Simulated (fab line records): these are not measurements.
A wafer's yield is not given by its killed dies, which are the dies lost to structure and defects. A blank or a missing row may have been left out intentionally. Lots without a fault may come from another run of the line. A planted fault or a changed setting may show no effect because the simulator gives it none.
A single fault, viewed from 2 desks | flow n5Finfet | what lay behind the numbers comes last; until then each desk has only its own

## METROLOGY DESK
Lot by lot, what the gauges showed, no matter which tool ran the lot: averages of those sampled wafers that carry a number. The brackets show how far a lot's mean lies from the usual mean; more than 4 standard deviations puts the lot out of limits, marked OUT.
Columns: A = M6_THK at N5_BEOL_M6_THK_MEAS_53, usual 82.0 nm; B = M6_RS at N5_BEOL_M6_RS_MEAS_57, usual 0.283 ohm/sq
lot  | first seen here | A    | B
L544 | day 9 00:32     | 81.9 | 0.288
L546 | day 10 01:00    | 81.6 | 0.284
L557 | day 12 01:08    | 82.9 | 0.277
L556 | day 12 14:02    | 79.3 | 0.293
L558 | day 12 20:02    | 82.3 | 0.286
L562 | day 13 18:17    | 83.1 | 0.281
Finding of this desk: none of the 6 lots has anything out of limits.

## FOR THE TOOL OWNER'S DESK: pecvd-04
The tool's own readings at N5_BEOL_M6_DEP_56 (deposits SiCN from 3MS/NH3, target thk 10 nm, time 17.5 s): means of the sampled wafers that have a number, for each lot that ran on this tool. The brackets show how far a lot's mean lies from the usual mean; more than 4 standard deviations puts the lot out of limits, marked OUT.
Columns: A = showerheadPlenumPTorr at N5_BEOL_M6_DEP_56, usual 3.663 Torr; B = throttleValvePct at N5_BEOL_M6_DEP_56, usual 9.1 %
lot  | first seen here | A     | B
L544 | day 9 00:36     | 3.675 | 9.1
L557 | day 12 01:13    | 3.673 | 9.2
L558 | day 12 20:06    | 3.663 | 9.0
Finding of this desk: none of the 3 lots has anything out of limits.

## TAKEN TOGETHER
The metrology desk saw nothing out of limits.
The desk of the tool owner found nothing out of limits.

## WHAT THE SIMULATOR HAD INSERTED
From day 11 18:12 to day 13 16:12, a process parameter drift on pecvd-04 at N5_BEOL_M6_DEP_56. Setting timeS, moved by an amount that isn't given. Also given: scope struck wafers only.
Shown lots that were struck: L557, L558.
